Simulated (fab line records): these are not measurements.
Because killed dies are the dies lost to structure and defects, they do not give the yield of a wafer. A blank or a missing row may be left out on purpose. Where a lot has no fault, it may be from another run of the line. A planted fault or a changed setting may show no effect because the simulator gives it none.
Which tool is to blame?    flow nand_harc    12 lots with 36 wafers sampled at 2 steps, on a route of 1159 steps

== WHAT THE GAUGES SHOWED, per wafer ==
NHARC_A_CONTACT_INSPECT_71.
lot   measured      on                 raw_defect_count
L074  day 16 15:52  defect_inspect-02  25 18 23
L076  day 16 19:38  defect_inspect-02  32 48 33
L078  day 17 12:52  defect_inspect-01  21 17 29
L080  day 18 13:31  defect_inspect-02  19 13 13
L084  day 19 09:00  defect_inspect-01  38 31 27
L083  day 19 18:08  defect_inspect-02  11 12 15
L086  day 20 03:10  defect_inspect-01  24 21 16
L088  day 20 06:17  defect_inspect-02  55 38 39
L092  day 20 16:58  defect_inspect-02  9 8 19
L094  day 21 05:29  defect_inspect-02  33 32 39
L096  day 22 00:38  defect_inspect-01  16 12 12
L097  day 22 15:17  defect_inspect-01  11 21 20

== EACH LOT AND THE TOOL THAT RAN IT (in order: tool; ch and the chambers of the sampled wafers; start) ==
lot   NHARC_A_CONTACT_ETCH_120
L074  har_cap_etch-02 ch 0, day 16 08:55
L076  har_cap_etch-01 ch 0,1, day 16 14:22
L078  har_cap_etch-03 ch 0,1, day 17 07:04
L080  har_cap_etch-03 ch 0,1, day 18 08:36
L084  har_cap_etch-03 ch 0,1, day 19 04:02
L083  har_cap_etch-03 ch 0,1, day 19 09:56
L086  har_cap_etch-02 ch 1, day 19 22:26
L088  har_cap_etch-02 ch 0,1, day 20 01:29
L092  har_cap_etch-02 ch 0,1, day 20 11:29
L094  har_cap_etch-03 ch 0,1, day 21 00:01
L096  har_cap_etch-02 ch 0,1, day 21 19:19
L097  har_cap_etch-01 ch 1, day 22 08:07
- NHARC_A_CONTACT_ETCH_120: etches the open film in C4F8/O2/Ar, time 94 s, target depth 922 nm.

== THE ANSWER, worked out from the rows above alone ==
Rule: what is usual is taken from the lots themselves. Put in order of their means at a reading, lots are off if they are a third of the lots or fewer, leave a main group of 4 or more, and stand apart from it by a gap of 3 or more times the standard deviation of the main group's means; of several such gaps the widest counts. A main group whose means are all the same, to the digits that the tables above print for the reading, isn't used. A lot without any number at a reading at which 4 lots or more have one is off too. All remaining lots with rows at the step are treated as sound.
Nothing can be told from this: no lot is off at any reading shown.

== WHAT THE SIMULATOR HAD PUT IN ==
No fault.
